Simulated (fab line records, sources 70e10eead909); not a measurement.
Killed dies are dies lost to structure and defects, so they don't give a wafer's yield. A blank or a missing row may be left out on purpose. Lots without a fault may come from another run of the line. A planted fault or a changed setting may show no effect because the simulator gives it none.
fab line records | flow nand_harc
record lots=22 wafers=66 last_day=33
route steps=1302 shown A_STAIRCASE@832 A_SGD_CUT@905 A_SLIT@937 A_WL_FILL@958 A_CONTACT@999
lots that met no fault: from a run of the same line without faults
start_h: hours from the record's first day to the start of the lot's first wafer shown | wait_h: hours since the lot's step before | " the same as in the row above | L1.1+2: a row that stands for several wafers | - no value, or no start given | * or withheld: withheld | < > ~ a bound
route shown NAME@n: a module of which the file shows steps, and the number in the route of the first | usual: mean/standard deviation of fault-free wafers | same: alike in all rows | chamber/n: place in a boat | sites: the reading at each site | _std_site: their standard deviation | _edge_site: outer sites' mean less inner sites' | radius_mm: how far each site lies from the wafer's centre | mask NAME#n: copy n | behind: the tool/chamber that last shaped the wafer | hold: why the lot was held/for how many hours/how that ended | device: the transistor (n, p or np) that didn't switch | end of line: the same wafers' tests at the end of the route | a step without rows: its recipe alone | killed: dies lost to structure and defects at the first sort, not the wafer's yield | map: a wafer's dies, x killed, . not, _ none there
set.NAME: the setting as run; set.NAME@STEP: as run at that earlier step | model.NAME: the simulator's own value behind a step, which no gauge read
steps of the route over a sample of lots; a table a step, a row a wafer
services: from which hour (start_h, from the record's first day; less than 0 if before it) a tool's chamber was out of use, for how many hours, and why
## steps
# step NHARC_A_STAIRCASE_HM_OPEN_463
# recipe o2_flow_sccm=400 cos_flow_sccm=20 ar_flow_sccm=0 rf_w=500 bias_w=300 chemistry=O2/COS
# usual drypump_motor_current_A=5.8/0.36 oes_product_au=1.003/0.011 rf_vpp_V=467.7/2.7 showerhead_plenum_p_Torr=3.14/0.13 throttle_valve_pct=28.331/0.0081
# columns lot.wafer tool chamber start_h wait_h drypump_motor_current_A oes_product_au rf_hours_counter_h rf_vpp_V showerhead_plenum_p_Torr throttle_valve_pct
L074.4 rie_diel-04 0 - - 5.8 0.997 3 471.3 3.31 28.335
L074.3 " 1 " " 5.5 1.011 3 471.1 3.29 28.337
L074.5 " 0 " " 5.8 0.992 - 471.0 3.31 28.336
L076.2 rie_diel-01 3 - - 6.3 1.006 1 466.3 3.12 28.332
L076.6 " 3 " " 6.3 1.009 - 467.8 3.12 28.335
L076.5 " 0 " " 5.7 1.010 - 465.5 3.03 28.336
L075.2 rie_diel-01 2 - - 5.7 1.008 2 465.8 3.13 28.330
L075.1 " 3 " " 6.3 1.010 2 467.0 3.12 28.329
L075.5 " 3 " " 6.3 1.009 - 467.3 3.12 28.343
L077.1 rie_diel-04 0 - - 5.8 0.995 15 470.7 3.31 28.336
L077.4 " 1 " " 5.5 1.014 15 469.3 3.28 28.335
L077.5 " 3 " " 5.6 1.013 - 467.8 3.17 28.329
L078.3 rie_diel-01 0 - - 5.7 1.020 10 465.4 3.02 28.325
L078.5 " 3 " " 6.3 1.006 - 466.1 3.12 28.324
L078.6 " 0 " " 5.7 1.018 - 467.1 3.02 28.337
L079.4 rie_diel-04 0 - - 5.8 1.001 22 470.9 3.30 28.316
L079.5 " 1 " " 5.5 1.005 - 470.4 3.28 28.325
L079.6 " 2 " " 5.7 0.988 - 468.4 3.16 28.339
L080.3 rie_diel-04 2 - - 5.7 0.988 26 468.1 3.16 28.329
L080.4 " 0 " " 5.8 0.999 23 471.5 3.30 28.332
L080.6 " 2 " " 5.6 0.985 - 466.8 3.16 28.329
L081.1 rie_diel-01 2 - - 5.7 1.007 23 467.7 3.12 28.328
L081.4 " 3 " " 6.3 1.017 21 467.1 3.11 28.341
L081.5 " 3 " " 6.4 1.006 - 466.7 3.11 28.342
L083.1 rie_diel-01 1 - - 6.3 1.000 29 462.6 2.90 28.339
L083.3 " 0 " " 5.7 1.014 29 464.0 3.02 28.339
L083.6 " 2 " " 5.7 1.004 - 466.1 3.12 28.341
L086.4 rie_diel-07 0 - - 5.2 1.010 5 467.7 3.20 28.315
L086.1 " 1 " " 5.9 1.011 5 471.5 3.32 28.327
L086.6 " 3 " " 5.4 0.995 - 472.8 3.31 28.324
L085.2 rie_diel-04 1 - - 5.5 1.012 42 471.1 3.27 28.338
L085.3 " 2 " " 5.7 0.996 44 468.0 3.15 28.339
L085.6 " 3 " " 5.6 1.005 - 467.8 3.16 28.322
L084.2 rie_diel-04 1 - - 5.5 1.006 43 469.6 3.27 28.336
L084.1 " 3 " " 5.6 1.014 44 466.6 3.16 28.347
L084.5 " 2 " " 5.7 0.996 - 468.2 3.15 28.322
L087.4 rie_diel-07 0 - - 5.2 1.009 7 469.5 3.20 28.317
L087.3 " 1 " " 5.9 1.014 8 470.8 3.32 28.327
L087.6 " 1 " " 5.8 1.009 - 471.4 3.31 28.319
L088.4 rie_diel-07 0 - - 5.2 1.000 11 468.5 3.20 28.334
L088.6 " 2 " " 5.2 0.997 - 465.1 2.99 28.335
L088.5 " 3 " " 5.4 0.982 - 469.1 3.31 28.332
L089.2 rie_diel-01 3 - - 6.3 1.011 50 466.4 3.10 28.320
L089.1 " 0 " " 5.7 1.016 46 464.3 3.01 28.337
L089.4 " 2 " " 5.7 1.002 48 467.8 3.11 28.334
L090.4 rie_diel-01 2 - - 5.7 0.985 52 467.0 3.11 28.338
L090.3 " 1 " " 6.2 1.010 49 462.8 2.89 28.323
L090.5 " 3 " " 6.3 0.996 - 467.3 3.10 28.329
L092.1 rie_diel-01 2 - - 5.7 1.004 5 467.7 3.10 28.347
L092.3 " 0 " " 5.7 1.022 5 465.0 3.00 28.333
L092.2 " 1 " " 6.3 0.993 5 472.2 3.37 28.338
L091.4 rie_diel-01 1 - - 6.2 0.992 6 473.0 3.37 28.325
L091.1 " 3 " " 6.3 1.016 0 466.9 3.10 28.340
L091.5 " 1 " " 6.3 0.995 - 471.7 3.37 28.339
L093.1 rie_diel-01 0 - - 5.7 1.022 10 463.6 3.00 28.331
L093.5 " 1 " " 6.2 0.977 - 470.6 3.37 28.325
L093.4 " 0 " " 5.7 1.025 - 464.2 3.00 28.346
L095.2 rie_diel-07 3 - - 5.4 0.983 41 470.3 3.29 28.337
L095.4 " 1 " " 5.8 1.007 37 470.7 3.30 28.337
L095.6 " 2 " " 5.2 1.009 - 464.7 2.98 28.336
L096.1 rie_diel-07 1 - - 5.9 1.010 39 470.9 3.30 28.328
L096.2 " 2 " " 5.1 1.008 43 464.2 2.98 28.334
L096.5 " 3 " " 5.4 0.986 - 471.5 3.29 28.342
L097.1 rie_diel-01 3 - - 6.3 1.014 12 466.5 3.09 28.324
L097.2 " 1 " " 6.2 0.990 18 472.5 3.36 28.311
L097.6 " 0 " " 5.7 1.027 - 464.7 3.00 28.327
# step NHARC_A_SGD_CUT_ETCH_58
# recipe target_depth_a=390 over_etch_frac=0.3 time_s=65 ion_energy_ev=80 cf4_flow_sccm=150 ar_flow_sccm=0 rf_w=300 bias_w=100 chemistry=CF4
# usual drypump_motor_current_A=5.61/0.28 oes_product_au=1.002/0.0099 rf_vpp_V=151.0/1.2 showerhead_plenum_p_Torr=1.75/0.061 throttle_valve_pct=13.284/0.0093
# columns lot.wafer tool chamber start_h wait_h drypump_motor_current_A oes_product_au rf_hours_counter_h rf_vpp_V showerhead_plenum_p_Torr throttle_valve_pct
L074.3 rie_diel-09 3 426.14 0.1 5.86 0.996 6 152.0 1.83 13.294
L074.4 " 0 " " 5.39 1.012 5 150.4 1.80 13.286
L074.5 " 2 " " 6.05 0.990 - 150.9 1.77 13.264
L075.1 rie_diel-09 0 453.40 0.1 5.38 1.024 8 150.4 1.80 13.291
L075.2 " 2 " " 6.02 0.991 9 150.4 1.77 13.290
L075.5 " 0 " " 5.38 1.020 - 152.2 1.80 13.283
L076.2 rie_diel-11 0 453.71 0.1 5.62 1.011 1 151.5 1.74 13.280
L076.6 " 3 " " 6.03 0.991 - 149.1 1.68 13.279
L076.5 " 0 " " 5.63 1.002 - 150.1 1.74 13.287
L077.1 rie_diel-11 1 466.22 0.1 5.59 1.018 2 152.7 1.86 13.284
L077.4 " 2 " " 5.27 1.003 2 151.4 1.73 13.285
L077.5 " 1 " " 5.57 1.017 - 153.1 1.86 13.289
L078.3 rie_diel-09 1 476.46 0.1 5.57 1.014 9 149.4 1.65 13.273
L078.6 " 2 " " 6.03 0.994 - 149.9 1.77 13.292
L078.5 " 3 " " 5.87 1.006 - 151.7 1.82 13.298
L079.4 rie_diel-10 2 495.61 0.1 5.54 0.995 5 150.3 1.74 13.285
L079.6 " 2 " " 5.54 0.997 - 151.4 1.74 13.269
L079.5 " 3 " " 5.76 1.003 - 150.6 1.72 13.289
L080.3 rie_diel-10 3 501.35 0.1 5.75 1.002 5 151.2 1.72 13.285
L080.4 " 2 " " 5.57 1.000 - 150.3 1.74 13.291
L080.6 " 3 " " 5.74 1.007 - 151.8 1.72 13.297
L081.4 rie_diel-11 3 516.36 0.1 6.03 0.977 4 149.9 1.67 13.284
L081.1 " 0 " " 5.64 0.990 4 149.2 1.74 13.285
L081.5 " 3 " " 6.04 0.975 - 150.6 1.67 13.289
L083.3 rie_diel-10 2 536.76 0.1 5.59 1.002 9 150.3 1.74 13.284
L083.1 " 0 " " 5.30 1.013 6 151.5 1.81 13.305
L083.6 " 2 " " 5.57 1.000 - 150.3 1.74 13.280
L085.3 rie_diel-10 1 548.48 0.1 5.09 1.019 10 150.0 1.69 13.277
L085.2 " 2 " " 5.58 0.999 10 149.8 1.74 13.285
L085.6 " 3 " " 5.75 0.994 - 150.7 1.71 13.279
L084.1 rie_diel-11 1 548.89 0.1 5.61 0.993 5 150.9 1.86 13.294
L084.2 " 0 " " 5.60 0.994 5 151.7 1.74 13.292
L084.5 " 2 " " 5.27 1.003 - 151.9 1.73 13.266
L086.4 rie_diel-09 1 551.11 0.1 5.58 1.009 3 148.7 1.65 13.284
L086.1 " 3 " " 5.85 1.002 3 151.9 1.82 13.297
L086.6 " 0 " " 5.40 1.011 - 151.2 1.80 13.276
L087.3 rie_diel-10 1 567.59 0.1 5.07 1.011 11 150.5 1.69 13.284
L087.4 " 2 " " 5.58 0.990 12 150.6 1.74 13.279
L087.6 " 3 " " 5.76 1.005 - 152.1 1.71 13.273
L088.4 rie_diel-10 0 579.59 0.1 5.28 1.009 10 152.5 1.81 13.285
L088.6 " 1 " " 5.08 1.015 - 151.4 1.69 13.287
L088.5 " 2 " " 5.55 0.995 - 151.5 1.74 13.282
L089.4 rie_diel-10 2 587.66 0.1 5.55 1.000 14 150.5 1.74 13.298
L089.2 " 3 " " 5.76 1.006 15 150.4 1.71 13.286
L089.1 " 1 " " 5.06 1.008 13 149.8 1.69 13.292
L090.3 rie_diel-11 1 590.74 0.1 5.57 1.021 6 152.4 1.86 13.265
L090.4 " 3 " " 6.04 1.002 7 148.5 1.67 13.283
L090.5 " 1 " " 5.59 1.018 - 151.7 1.86 13.284
L091.4 rie_diel-11 3 626.54 0.1 6.02 0.991 0 149.3 1.67 13.285
L091.1 " 1 " " 5.59 1.014 1 152.1 1.86 13.304
L091.5 " 3 " " 6.02 0.984 - 150.5 1.67 13.273
L092.2 rie_diel-09 2 626.66 0.1 6.04 0.998 8 153.2 1.77 13.288
L092.3 " 3 " " 5.89 0.998 8 152.9 1.82 13.287
L092.1 " 0 " " 5.41 1.015 7 152.5 1.80 13.283
L093.4 rie_diel-11 0 638.16 0.1 5.57 1.003 1 151.5 1.73 13.299
L093.1 " 2 " " 5.28 1.003 2 151.0 1.73 13.287
L093.5 " 1 " " 5.55 1.017 - 152.0 1.86 13.286
L095.2 rie_diel-11 0 660.52 0.1 5.62 0.987 3 151.1 1.73 13.265
L095.4 " 1 " " 5.54 0.997 3 153.3 1.86 13.283
L095.6 " 0 " " 5.59 0.993 - 149.2 1.73 13.281
L097.1 rie_diel-11 1 668.50 0.1 5.57 0.992 4 152.0 1.86 13.270
L097.2 " 3 " " 6.03 0.989 4 149.3 1.67 13.298
L097.6 " 1 " " 5.59 0.999 - 152.3 1.86 13.285
L096.2 rie_diel-10 1 668.76 0.1 5.09 1.005 6 150.0 1.69 13.285
L096.1 " 2 " " 5.56 1.015 8 149.9 1.73 13.278
L096.5 " 1 " " 5.08 1.014 - 149.0 1.69 13.297
# step NHARC_A_SLIT_ETCH_24
# recipe target_depth_a=1210 time_s=60.5 cf4_flow_sccm=100 chf3_flow_sccm=30 ar_flow_sccm=0 rf_w=500 bias_w=200 chemistry=CF4/CHF3
# usual drypump_motor_current_A=5.6/0.39 oes_product_au=0.959/0.019 rf_vpp_V=371.1/2.2 showerhead_plenum_p_Torr=1.59/0.06 throttle_valve_pct=16.802/0.01
# columns lot.wafer tool chamber start_h wait_h drypump_motor_current_A oes_product_au rf_hours_counter_h rf_vpp_V showerhead_plenum_p_Torr throttle_valve_pct
L074.3 rie_diel-05 0 442.50 0.1 5.3 0.926 2 374.4 1.67 16.772
L074.5 " 0 " " 5.3 0.941 - 374.8 1.67 16.789
L074.4 " 2 " " 5.6 0.955 - 368.3 1.52 16.806
L075.2 rie_diel-03 0 468.84 0.1 5.2 0.974 0 374.1 1.65 16.785
L075.1 " 2 " " 6.3 0.964 0 370.7 1.59 16.804
L075.5 " 1 " " 6.0 0.967 - 368.3 1.50 16.792
L076.2 rie_diel-05 0 469.77 0.1 5.2 0.916 4 372.6 1.67 16.793
L076.6 " 3 " " 6.2 0.939 - 370.7 1.62 16.806
L076.5 " 0 " " 5.2 0.929 - 373.2 1.67 16.779
L077.1 rie_diel-05 3 478.80 0.1 6.2 0.972 3 372.0 1.62 16.809
L077.4 " 1 " " 5.4 0.955 6 372.5 1.63 16.800
L077.5 " 3 " " 6.2 0.976 - 371.5 1.62 16.806
L078.3 rie_diel-02 2 491.63 0.1 5.3 0.973 3 367.5 1.50 16.788
L078.5 " 3 " " 5.2 0.967 - 371.8 1.62 16.806
L078.6 " 0 " " 5.5 0.979 - 366.9 1.50 16.802
L079.4 rie_diel-05 2 508.26 0.1 5.6 0.956 7 368.9 1.52 16.794
L079.5 " 3 " " 6.2 0.960 - 372.9 1.62 16.814
L079.6 " 0 " " 5.2 0.973 - 373.1 1.67 16.806
L080.4 rie_diel-03 2 513.38 0.1 6.3 0.969 2 371.3 1.59 16.810
L080.3 " 3 " " 5.3 0.968 2 371.5 1.59 16.817
L080.6 " 2 " " 6.3 0.971 - 371.5 1.59 16.791
L081.4 rie_diel-03 3 529.61 0.1 5.3 0.957 3 371.2 1.59 16.823
L081.1 " 1 " " 6.0 0.975 4 367.7 1.50 16.790
L081.5 " 0 " " 5.2 0.932 - 374.2 1.65 16.809
L083.1 rie_diel-05 0 548.26 0.1 5.2 0.952 10 373.4 1.67 16.800
L083.3 " 3 " " 6.2 0.961 9 372.4 1.62 16.795
L083.6 " 0 " " 5.2 0.953 - 373.6 1.67 16.789
L084.1 rie_diel-05 0 560.27 0.1 5.3 0.972 11 373.6 1.67 16.818
L084.2 " 1 " " 5.5 0.954 12 372.4 1.63 16.801
L084.5 " 3 " " 6.2 0.986 - 372.9 1.62 16.804
L085.2 rie_diel-02 2 561.32 0.1 5.3 0.931 6 368.0 1.50 16.810
L085.3 " 0 " " 5.5 0.925 8 368.9 1.50 16.798
L085.6 " 1 " " 5.7 0.928 - 371.6 1.62 16.821
L086.4 rie_diel-02 2 563.98 0.1 5.3 0.971 7 368.2 1.50 16.797
L086.1 " 0 " " 5.5 0.984 9 367.9 1.49 16.791
L086.6 " 3 " " 5.2 0.950 - 371.3 1.61 16.783
L087.4 rie_diel-05 1 580.88 0.1 5.4 0.960 13 373.3 1.63 16.800
L087.3 " 0 " " 5.2 0.954 12 373.8 1.67 16.789
L087.6 " 1 " " 5.4 0.961 - 372.5 1.63 16.801
L088.4 rie_diel-03 1 594.19 0.1 6.0 0.933 7 368.0 1.50 16.797
L088.5 " 1 " " 6.1 0.928 - 368.0 1.50 16.821
L088.6 " 2 " " 6.3 0.939 - 371.2 1.59 16.809
L089.4 rie_diel-02 3 601.15 0.1 5.2 0.961 0 372.0 1.61 16.800
L089.2 " 0 " " 5.5 0.955 0 368.6 1.49 16.807
L089.1 " 1 " " 5.7 0.963 0 370.9 1.62 16.799
L090.3 rie_diel-05 0 602.79 0.1 5.2 0.948 0 374.0 1.66 16.794
L090.4 " 2 " " 5.6 0.982 1 367.7 1.52 16.807
L090.5 " 0 " " 5.2 0.958 - 374.8 1.67 16.796
L092.1 rie_diel-02 2 638.48 0.1 5.3 0.955 2 366.9 1.50 16.788
L092.3 " 3 " " 5.2 0.952 2 372.6 1.61 16.806
L092.2 " 1 " " 5.7 0.973 2 372.1 1.62 16.806
L091.1 rie_diel-05 0 638.65 0.1 5.2 0.974 3 374.3 1.66 16.810
L091.4 " 2 " " 5.6 0.956 3 368.8 1.52 16.810
L091.5 " 0 " " 5.3 0.976 - 374.5 1.66 16.790
L093.4 rie_diel-02 1 650.25 0.1 5.7 0.976 3 372.0 1.62 16.805
L093.1 " 3 " " 5.2 0.961 3 372.8 1.61 16.787
L093.5 " 1 " " 5.7 0.983 - 372.6 1.62 16.802
L095.2 rie_diel-03 2 672.16 0.1 6.3 0.949 1 372.0 1.59 16.823
L095.4 " 3 " " 5.3 0.964 1 371.4 1.59 16.794
L095.6 " 2 " " 6.3 0.961 - 372.6 1.59 16.800
L096.1 rie_diel-05 2 684.06 0.1 5.6 0.982 5 368.9 1.52 16.808
L096.2 " 0 " " 5.2 0.959 5 372.6 1.66 16.805
L096.5 " 3 " " 6.2 0.959 - 372.2 1.62 16.787
L097.2 rie_diel-03 3 684.65 0.1 5.3 0.966 2 369.6 1.59 16.794
L097.1 " 2 " " 6.3 0.963 2 370.9 1.59 16.804
L097.6 " 3 " " 5.3 0.956 - 371.5 1.59 16.819
# step NHARC_A_WL_FILL_ETCHBACK_05
# recipe target_depth_a=220 time_s=60 temp_c=40 chemistry=Cl2/BCl3
# usual drypump_motor_current_A=5.7/0.54 oes_product_au=1.002/0.0099
# columns lot.wafer tool chamber start_h wait_h drypump_motor_current_A oes_product_au rf_hours_counter_h
L074.4 rie_metal-03 0 459.54 0.2 5.7 1.000 -
L074.3 " 1 " " 4.9 1.014 -
L074.5 " 0 " " 5.7 1.007 -
L075.2 rie_metal-01 1 483.27 0.2 6.0 1.009 1.3
L075.1 " 0 " " 6.4 0.996 1.2
L075.5 " 0 " " 6.4 0.995 -
L076.2 rie_metal-03 0 486.81 0.2 5.7 0.999 2.4
L076.5 " 0 " " 5.7 0.999 -
L076.6 " 1 " " 5.0 1.016 -
L077.1 rie_metal-01 1 496.18 0.2 6.1 1.008 1.7
L077.4 " 1 " " 6.1 1.002 -
L077.5 " 1 " " 6.1 1.013 -
L078.3 rie_metal-03 1 506.23 0.2 4.9 1.016 -
L078.6 " 1 " " 4.9 1.020 -
L078.5 " 0 " " 5.7 1.003 -
L079.4 rie_metal-01 0 529.69 0.2 6.4 0.998 -
L079.5 " 0 " " 6.4 0.992 -
L079.6 " 0 " " 6.4 0.991 -
L080.3 rie_metal-03 1 532.44 0.2 5.0 1.002 -
L080.4 " 0 " " 5.7 1.004 -
L080.6 " 1 " " 5.0 0.999 -
L081.1 rie_metal-01 1 544.04 0.2 6.0 1.015 2.3
L081.4 " 1 " " 6.1 1.001 -
L081.5 " 1 " " 6.1 1.007 -
L083.1 rie_metal-01 0 562.72 0.2 6.4 1.001 3.0
L083.3 " 0 " " 6.4 0.990 -
L083.6 " 1 " " 6.0 1.000 -
L084.2 rie_metal-02 0 574.73 0.2 6.3 1.008 1.7
L084.1 " 1 " " 5.1 1.018 1.7
L084.5 " 1 " " 5.1 1.016 -
L085.2 rie_metal-03 1 574.81 0.2 4.9 0.995 1.2
L085.3 " 0 " " 5.7 1.000 -
L085.6 " 1 " " 4.9 0.998 -
L086.1 rie_metal-03 1 579.55 0.2 5.0 1.003 1.4
L086.4 " 0 " " 5.7 1.002 -
L086.6 " 1 " " 4.9 0.991 -
L087.3 rie_metal-02 1 595.33 0.2 5.1 1.014 -
L087.4 " 0 " " 6.3 0.993 -
L087.6 " 0 " " 6.3 0.991 -
L088.4 rie_metal-02 0 609.25 0.1 6.3 1.007 -
L088.5 " 0 " " 6.3 0.996 -
L088.6 " 1 " " 5.1 1.003 -
L089.1 rie_metal-03 0 615.67 0.2 5.7 0.994 2.1
L089.2 " 1 " " 4.9 0.991 2.1
L089.4 " 1 " " 4.9 0.983 -
L090.4 rie_metal-02 1 618.59 0.1 5.1 1.005 -
L090.3 " 0 " " 6.3 0.992 -
L090.5 " 1 " " 5.1 1.002 -
L092.1 rie_metal-01 1 656.43 0.3 6.1 1.020 0.8
L092.2 " 0 " " 6.4 1.009 0.8
L092.3 " 0 " " 6.4 1.003 -
L091.1 rie_metal-03 0 656.83 0.4 5.7 0.992 3.0
L091.4 " 0 " " 5.7 0.994 -
L091.5 " 0 " " 5.7 0.988 -
L093.1 rie_metal-03 1 666.86 0.2 5.0 0.996 2.9
L093.4 " 1 " " 5.0 0.990 -
L093.5 " 1 " " 5.0 0.988 -
L095.2 rie_metal-01 1 686.56 0.2 6.1 1.011 1.4
L095.4 " 1 " " 6.0 1.019 -
L095.6 " 1 " " 6.0 1.018 -
L097.2 rie_metal-01 1 699.24 0.3 6.0 1.012 1.6
L097.1 " 0 " " 6.4 1.005 1.6
L097.6 " 0 " " 6.4 1.013 -
L096.2 rie_metal-02 1 699.39 0.3 5.1 0.986 1.3
L096.1 " 0 " " 6.3 1.001 1.3
L096.5 " 0 " " 6.3 0.999 -
# step NHARC_A_CONTACT_INSPECT_44
# usual raw_defect_count=77/38
# columns lot.wafer tool chamber start_h wait_h raw_defect_count
L074.3 defect_inspect-02 - 483.20 0.0 63
L074.4 " - " " 71
L074.5 " - " " 74
L075.1 defect_inspect-02 - 507.13 0.0 168
L075.2 " - " " 149
L075.5 " - " " 155
L076.2 defect_inspect-02 - 507.43 0.0 19
L076.5 " - " " 20
L076.6 " - " " 13
L077.1 defect_inspect-01 - 519.77 0.0 96
L077.4 " - " " 107
L077.5 " - " " 93
L078.3 defect_inspect-02 - 530.03 0.0 54
L078.5 " - " " 58
L078.6 " - " " 50
L079.4 defect_inspect-01 - 552.48 0.0 91
L079.5 " - " " 75
L079.6 " - " " 100
L080.3 defect_inspect-02 - 556.44 0.0 122
L080.4 " - " " 100
L080.6 " - " " 126
L081.1 defect_inspect-01 - 571.56 0.0 61
L081.4 " - " " 62
L081.5 " - " " 73
L083.1 defect_inspect-02 - 588.36 0.0 141
L083.3 " - " " 138
L083.6 " - " " 142
L084.1 defect_inspect-01 - 597.08 0.0 49
L084.2 " - " " 70
L084.5 " - " " 58
L085.2 defect_inspect-02 - 597.29 0.0 93
L085.3 " - " " 88
L085.6 " - " " 97
L086.1 defect_inspect-02 - 605.23 0.0 16
L086.4 " - " " 14
L086.6 " - " " 13
L087.3 defect_inspect-02 - 618.72 0.0 93
L087.4 " - " " 102
L087.6 " - " " 71
L088.4 defect_inspect-01 - 632.22 0.0 83
L088.5 " - " " 91
L088.6 " - " " 95
L089.1 defect_inspect-02 - 639.34 0.0 99
L089.2 " - " " 88
L089.4 " - " " 95
L090.3 defect_inspect-02 - 642.27 0.0 25
L090.4 " - " " 28
L090.5 " - " " 20
L091.1 defect_inspect-02 - 679.06 0.0 116
L091.4 " - " " 115
L091.5 " - " " 110
L092.1 defect_inspect-02 - 680.19 0.0 86
L092.2 " - " " 82
L092.3 " - " " 75
L093.1 defect_inspect-02 - 689.34 0.0 33
L093.4 " - " " 33
L093.5 " - " " 24
L095.2 defect_inspect-02 - 709.09 0.0 12
L095.4 " - " " 15
L095.6 " - " " 17
L097.1 defect_inspect-02 - 721.46 0.0 107
L097.2 " - " " 90
L097.6 " - " " 91
L096.1 defect_inspect-01 - 724.19 0.0 60
L096.2 " - " " 53
L096.5 " - " " 50
# step NHARC_A_CONTACT_ETCH_51
# recipe target_depth_a=70000 over_etch_frac=0.3 time_s=1820 ion_energy_ev=150 o2_flow_sccm=400 cos_flow_sccm=20 ar_flow_sccm=0 rf_w=500 bias_w=300 chemistry=O2/COS
# usual drypump_motor_current_A=5.6/0.44 oes_product_au=1.001/0.01 rf_vpp_V=314.4/1.9 showerhead_plenum_p_Torr=3.14/0.12 throttle_valve_pct=28.330/0.0095
# columns lot.wafer tool chamber start_h wait_h drypump_motor_current_A oes_product_au rf_hours_counter_h rf_vpp_V showerhead_plenum_p_Torr throttle_valve_pct
L074.4 rie_diel-07 1 - - 5.9 1.001 2 317.2 3.32 28.333
L074.3 " 3 " " 5.4 0.989 1 316.2 3.31 28.323
L074.5 " 1 " " 5.8 1.008 - 316.3 3.32 28.333
L075.2 rie_diel-04 3 - - 5.6 1.003 45 315.1 3.16 28.335
L075.1 " 0 " " 5.8 0.996 43 317.3 3.29 28.326
L075.5 " 3 " " 5.6 1.005 - 314.4 3.16 28.322
L076.2 rie_diel-07 1 - - 5.9 0.997 7 317.6 3.32 28.332
L076.6 " 2 " " 5.1 1.001 - 312.5 3.00 28.327
L076.5 " 3 " " 5.4 0.986 - 317.0 3.31 28.317
L077.4 rie_diel-08 2 - - 5.4 0.982 26 312.4 3.01 28.340
L077.1 " 0 " " 6.8 1.007 28 316.2 3.20 28.323
L077.5 " 1 " " 5.7 1.002 - 314.4 3.17 28.343
L078.3 rie_diel-07 1 - - 5.9 1.005 13 316.6 3.31 28.332
L078.6 " 3 " " 5.4 1.003 - 315.4 3.31 28.321
L078.5 " 0 " " 5.2 1.014 - 314.8 3.20 28.330
L079.5 rie_diel-04 1 - - 5.5 1.002 - 315.6 3.26 28.319
L079.4 " 2 " " 5.7 0.994 - 313.5 3.14 28.326
L079.6 " 3 " " 5.6 1.011 - 314.4 3.15 28.320
L080.4 rie_diel-08 2 - - 5.4 1.005 0 313.8 3.01 28.357
L080.3 " 3 " " 5.4 1.014 1 312.6 2.97 28.324
L080.6 " 0 " " 6.8 1.019 - 315.8 3.20 28.329
L081.4 rie_diel-07 0 - - 5.2 1.005 22 313.5 3.19 28.319
L081.1 " 1 " " 5.9 1.003 25 316.8 3.31 28.323
L081.5 " 3 " " 5.4 0.998 - 317.2 3.30 28.322
L083.1 rie_diel-04 0 - - 5.8 0.991 9 317.1 3.28 28.342
L083.3 " 1 " " 5.5 0.992 21 316.5 3.25 28.334
L083.6 " 0 " " 5.8 0.991 - 315.9 3.28 28.319
L084.2 rie_diel-08 3 - - 5.4 1.028 8 311.4 2.97 28.325
L084.1 " 0 " " 6.8 1.015 9 315.6 3.20 28.332
L084.5 " 3 " " 5.4 1.022 - 312.6 2.97 28.341
L085.2 rie_diel-08 3 - - 5.4 1.017 9 312.7 2.97 28.327
L085.3 " 1 " " 5.8 0.986 9 313.9 3.16 28.338
L085.6 " 3 " " 5.4 1.011 - 313.5 2.97 28.342
L086.4 rie_diel-08 0 - - 6.8 1.006 11 314.2 3.20 28.346
L086.1 " 2 " " 5.4 1.013 10 312.3 3.01 28.320
L086.6 " 0 " " 6.8 1.010 - 315.6 3.20 28.344
L087.3 rie_diel-07 0 - - 5.2 1.010 43 315.1 3.18 28.318
L087.4 " 3 " " 5.4 0.992 47 315.8 3.29 28.335
L087.6 " 0 " " 5.2 0.998 - 314.7 3.18 28.337
L088.4 rie_diel-08 2 - - 5.4 0.990 - 312.4 3.00 28.330
L088.6 " 3 " " 5.3 0.998 - 312.6 2.96 28.310
L088.5 " 1 " " 5.7 0.998 - 315.0 3.16 28.331
L089.4 rie_diel-07 3 - - 5.4 0.977 50 317.0 3.29 28.338
L089.2 " 0 " " 5.2 1.020 50 315.4 3.18 28.342
L089.1 " 1 " " 5.9 1.004 50 315.4 3.29 28.322
L090.3 rie_diel-08 1 - - 5.7 0.995 18 314.6 3.15 28.326
L090.4 " 1 " " 5.8 0.990 - 315.5 3.15 28.347
L090.5 " 2 " " 5.4 0.999 - 313.4 3.00 28.328
L091.1 rie_diel-08 1 - - 5.7 0.996 24 314.6 3.15 28.335
L091.4 " 2 " " 5.4 1.002 22 311.7 3.00 28.345
L091.5 " 0 " " 6.8 1.006 - 314.2 3.19 28.325
L092.1 rie_diel-07 3 - - 5.4 0.987 6 316.4 3.28 28.311
L092.2 " 0 " " 5.2 1.011 4 315.2 3.18 28.329
L092.3 " 2 " " 5.2 0.993 6 313.2 2.97 28.329
L093.4 rie_diel-08 2 - - 5.3 1.003 23 312.8 3.00 28.315
L093.1 " 3 " " 5.4 1.008 24 310.6 2.96 28.345
L093.5 " 3 " " 5.4 1.008 - 312.0 2.96 28.336
L095.4 rie_diel-08 1 - - 5.8 0.984 30 314.6 3.15 28.343
L095.2 " 3 " " 5.4 1.015 30 310.8 2.96 28.330
L095.6 " 2 " " 5.4 1.002 - 312.0 3.00 28.334
L097.2 rie_diel-07 1 722.17 - 5.9 1.014 22 318.1 3.28 28.337
L097.1 " 3 " " 5.4 0.985 24 315.6 3.27 28.340
L097.6 " 1 " " 5.9 1.000 - 315.3 3.28 28.320
L096.1 rie_diel-04 0 - - 5.8 1.001 2 317.6 3.26 28.323
L096.2 " 1 " " 5.5 1.003 2 317.4 3.23 28.349
L096.5 " 3 " " 5.7 1.010 - 313.8 3.13 28.335
## services
# columns tool chamber start_h hours kind
rie_diel-04 - 354.90 9.0 pm
rie_diel-08 - 359.58 1.2 repair
rie_diel-07 1 359.86 2.9 repair
rie_diel-01 1 366.50 3.8 repair
rie_diel-08 - 367.80 9.0 pm
rie_diel-05 3 377.54 7.5 repair
rie_diel-01 3 378.09 9.6 repair
rie_diel-01 - 380.80 9.0 pm
rie_diel-07 0 393.62 9.9 repair
rie_diel-07 0 403.85 8.8 repair
rie_diel-05 - 406.71 9.0 pm
rie_diel-05 3 437.11 14.2 repair
rie_diel-04 - 532.93 9.0 pm
rie_diel-08 - 536.17 0.4 repair
rie_diel-07 1 554.62 4.5 repair
rie_diel-07 0 555.62 7.3 repair
rie_diel-01 - 557.89 9.0 pm
rie_diel-01 2 581.64 14.5 repair
rie_diel-07 3 624.07 13.7 repair
rie_diel-07 - 648.20 9.0 pm
rie_diel-07 - 671.04 1.6 repair
rie_diel-01 - 688.80 0.3 repair
rie_diel-01 0 710.76 30.8 repair
rie_diel-01 - 725.22 0.5 repair
## key
fault none
